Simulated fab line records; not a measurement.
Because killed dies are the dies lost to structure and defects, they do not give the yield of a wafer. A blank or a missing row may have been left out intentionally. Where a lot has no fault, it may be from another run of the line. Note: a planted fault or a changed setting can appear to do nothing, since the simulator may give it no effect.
Chamber matching	flow n5_finfet	N5_BEOL_M0_SAQP_MANDREL2_REMOVE_110 on rie_si-03: 4 sister chambers
The step chemistry HBr/Cl2/O2, target a-Si, stops on SiCN, bt time 10 s. 18 wafers are shown with their chamber, then 9 later ones without.

== WAFERS WITH THEIR CHAMBER ==
wafer	chamber	oes_o_777_au (a.u.)	drypump_motor_current_A (A)	oes_product_au (a.u.)
L077.3	1	1.00	5.6	0.974
L077.5	3	0.97	5.7	1.017
L077.6	2	1.02	5.2	0.998
L078.2	3	0.97	5.6	1.017
L078.3	0	1.05	6.0	1.032
L078.4	2	1.01	5.3	1.003
L080.1	3	0.97	5.7	1.003
L080.3	2	1.03	5.2	0.993
L080.4	1	1.00	5.6	0.972
L081.1	1	0.99	5.6	0.974
L081.3	0	1.05	6.0	1.022
L081.6	0	1.05	5.9	1.012
L088.1	0	1.05	6.0	1.016
L088.5	2	1.03	5.2	0.996
L088.6	3	0.97	5.6	1.015
L091.2	3	0.97	5.6	1.019
L091.5	3	0.97	5.6	1.019
L091.6	2	1.02	5.2	0.994

SIGNATURES (means of the wafers above)
reading	chamber 0	chamber 1	chamber 2	chamber 3	scatter within a chamber
oes_o_777_au	1.0500	0.9967	1.0220	0.9700	0.00498
drypump_motor_current_A	5.975	5.600	5.220	5.633	0.0454
oes_product_au	1.02050	0.97333	0.99680	1.01500	0.00583
Rule: for each reading, subtract the chamber's mean from the wafer's reading, divide by that reading's scatter and square the result; add these up over the readings and take the root, which gives the wafer's distance from the chamber. If the next closest chamber is less than 2 further off than the closest, the wafer can't be placed; otherwise it belongs to the closest. How the scatter is found: for the shown wafers, subtract from each reading the mean of its chamber, square and add these, divide the total by (wafers less chambers), then take the root.

== WAFERS WITHOUT THEIR CHAMBER ==
wafer	oes_o_777_au (a.u.)	drypump_motor_current_A (A)	oes_product_au (a.u.)
L092.1	1.00	5.6	0.974
L092.2	0.97	5.6	1.008
L092.4	0.97	5.6	1.012
L095.2	1.05	6.0	1.025
L095.5	1.00	5.6	0.966
L095.6	1.05	6.0	1.008
L096.4	1.01	5.2	1.004
L096.5	1.06	6.0	1.012
L096.6	1.00	5.5	0.971

== THE CHAMBER EACH PASSED THROUGH ==
wafer	from the rows above	in truth
L092.1	1	1
L092.2	3	3
L092.4	3	3
L095.2	0	0
L095.5	1	1
L095.6	0	0
L096.4	2	2
L096.5	0	0
L096.6	1	1
Correct placement for 9 of the 9. Not placeable from these rows: 0. 0 placed wrongly.
